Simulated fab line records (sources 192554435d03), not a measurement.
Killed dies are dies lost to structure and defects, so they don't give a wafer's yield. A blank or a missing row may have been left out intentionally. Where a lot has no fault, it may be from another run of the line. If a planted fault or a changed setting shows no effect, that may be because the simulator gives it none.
Chamber matching / flow n5-finfet / rie-diel-05 running N5_MOL_CONTACT_COAG_CONTACT_ETCH_14: 4 sister chambers
The step etches SiO2 in C4F6/O2, target depth 27.5 nm, overetch 8.5 nm, time 20 s. 20 wafers are shown with their chamber, then 10 later ones without.

## WAFERS PAIRED WITH THEIR CHAMBERS
wafer=L074.2; chamber=0; throttle-valve-pct (%)=21.59; showerhead-plenum-p-Torr (Torr)=2.98; drypump-motor-current-A (A)=5.6
wafer=L074.5; chamber=0; throttle-valve-pct (%)=21.59; showerhead-plenum-p-Torr (Torr)=2.98; drypump-motor-current-A (A)=5.6
wafer=L074.6; chamber=3; throttle-valve-pct (%)=21.17; showerhead-plenum-p-Torr (Torr)=2.74; drypump-motor-current-A (A)=6.3
wafer=L076.1; chamber=3; throttle-valve-pct (%)=21.17; showerhead-plenum-p-Torr (Torr)=2.74; drypump-motor-current-A (A)=6.2
wafer=L076.2; chamber=2; throttle-valve-pct (%)=21.55; showerhead-plenum-p-Torr (Torr)=3.01; drypump-motor-current-A (A)=5.6
wafer=L076.5; chamber=0; throttle-valve-pct (%)=21.57; showerhead-plenum-p-Torr (Torr)=2.98; drypump-motor-current-A (A)=5.6
wafer=L079.2; chamber=0; throttle-valve-pct (%)=21.60; showerhead-plenum-p-Torr (Torr)=2.97; drypump-motor-current-A (A)=5.6
wafer=L079.3; chamber=1; throttle-valve-pct (%)=20.82; showerhead-plenum-p-Torr (Torr)=2.85; drypump-motor-current-A (A)=6.5
wafer=L079.4; chamber=2; throttle-valve-pct (%)=21.55; showerhead-plenum-p-Torr (Torr)=3.00; drypump-motor-current-A (A)=5.6
wafer=L083.1; chamber=3; throttle-valve-pct (%)=21.19; showerhead-plenum-p-Torr (Torr)=2.74; drypump-motor-current-A (A)=6.3
wafer=L083.3; chamber=0; throttle-valve-pct (%)=21.61; showerhead-plenum-p-Torr (Torr)=2.97; drypump-motor-current-A (A)=5.6
wafer=L083.4; chamber=2; throttle-valve-pct (%)=21.56; showerhead-plenum-p-Torr (Torr)=3.00; drypump-motor-current-A (A)=5.5
wafer=L087.1; chamber=3; throttle-valve-pct (%)=21.19; showerhead-plenum-p-Torr (Torr)=2.73; drypump-motor-current-A (A)=6.2
wafer=L087.4; chamber=2; throttle-valve-pct (%)=21.57; showerhead-plenum-p-Torr (Torr)=3.00; drypump-motor-current-A (A)=5.6
wafer=L087.5; chamber=2; throttle-valve-pct (%)=21.56; showerhead-plenum-p-Torr (Torr)=3.00; drypump-motor-current-A (A)=5.6
wafer=L090.2; chamber=0; throttle-valve-pct (%)=21.64; showerhead-plenum-p-Torr (Torr)=2.96; drypump-motor-current-A (A)=5.6
wafer=L090.4; chamber=3; throttle-valve-pct (%)=21.21; showerhead-plenum-p-Torr (Torr)=2.73; drypump-motor-current-A (A)=6.2
wafer=L090.6; chamber=0; throttle-valve-pct (%)=21.63; showerhead-plenum-p-Torr (Torr)=2.96; drypump-motor-current-A (A)=5.6
wafer=L091.1; chamber=2; throttle-valve-pct (%)=21.59; showerhead-plenum-p-Torr (Torr)=2.99; drypump-motor-current-A (A)=5.6
wafer=L091.5; chamber=0; throttle-valve-pct (%)=21.65; showerhead-plenum-p-Torr (Torr)=2.96; drypump-motor-current-A (A)=5.6

SIGNATURES (averages over the wafers above)
reading=throttle-valve-pct; chamber 0=21.6100; chamber 1=20.8200; chamber 2=21.5633; chamber 3=21.1860; scatter within a chamber=0.0219
reading=showerhead-plenum-p-Torr; chamber 0=2.9700; chamber 1=2.8500; chamber 2=3.0000; chamber 3=2.7360; scatter within a chamber=0.00758
reading=drypump-motor-current-A; chamber 0=5.600; chamber 1=6.500; chamber 2=5.583; chamber 3=6.240; scatter within a chamber=0.0356
Rule: for a wafer and a chamber, the distance is found by dividing, reading by reading, the gap between the wafer's reading and the chamber's mean by the reading's scatter, squaring, summing and taking the root. If the next closest chamber is less than 2 further off than the closest, the wafer can't be placed; otherwise it belongs to the closest. The scatter: the root of (the sum of the squares of (reading less its chamber's mean) over the shown wafers, divided by (wafers less chambers)).

## WAFERS MISSING THEIR CHAMBER
wafer=L091.6; throttle-valve-pct (%)=21.22; showerhead-plenum-p-Torr (Torr)=2.73; drypump-motor-current-A (A)=6.2
wafer=L092.4; throttle-valve-pct (%)=21.57; showerhead-plenum-p-Torr (Torr)=2.99; drypump-motor-current-A (A)=5.6
wafer=L092.5; throttle-valve-pct (%)=21.62; showerhead-plenum-p-Torr (Torr)=2.96; drypump-motor-current-A (A)=5.6
wafer=L092.6; throttle-valve-pct (%)=21.20; showerhead-plenum-p-Torr (Torr)=2.73; drypump-motor-current-A (A)=6.2
wafer=L095.1; throttle-valve-pct (%)=21.22; showerhead-plenum-p-Torr (Torr)=2.73; drypump-motor-current-A (A)=6.2
wafer=L095.4; throttle-valve-pct (%)=20.86; showerhead-plenum-p-Torr (Torr)=2.84; drypump-motor-current-A (A)=6.5
wafer=L095.5; throttle-valve-pct (%)=21.59; showerhead-plenum-p-Torr (Torr)=2.99; drypump-motor-current-A (A)=5.6
wafer=L097.4; throttle-valve-pct (%)=21.33; showerhead-plenum-p-Torr (Torr)=2.96; drypump-motor-current-A (A)=5.6
wafer=L097.5; throttle-valve-pct (%)=21.60; showerhead-plenum-p-Torr (Torr)=2.98; drypump-motor-current-A (A)=5.6
wafer=L097.6; throttle-valve-pct (%)=20.86; showerhead-plenum-p-Torr (Torr)=2.83; drypump-motor-current-A (A)=6.5

## THE CHAMBER EACH PASSED THROUGH
wafer=L091.6; from the rows above=3; in truth=3
wafer=L092.4; from the rows above=can't be placed: 2 or 0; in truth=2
wafer=L092.5; from the rows above=0; in truth=0
wafer=L092.6; from the rows above=3; in truth=3
wafer=L095.1; from the rows above=3; in truth=3
wafer=L095.4; from the rows above=1; in truth=1
wafer=L095.5; from the rows above=can't be placed: 2 or 0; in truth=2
wafer=L097.4; from the rows above=can't be placed: 2 or 0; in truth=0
wafer=L097.5; from the rows above=can't be placed: 0 or 2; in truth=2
wafer=L097.6; from the rows above=1; in truth=1
Correct placement for 6 of the 10. These rows do not allow placing 4 (true chamber among the candidates in 4). Wrongly placed: 0.
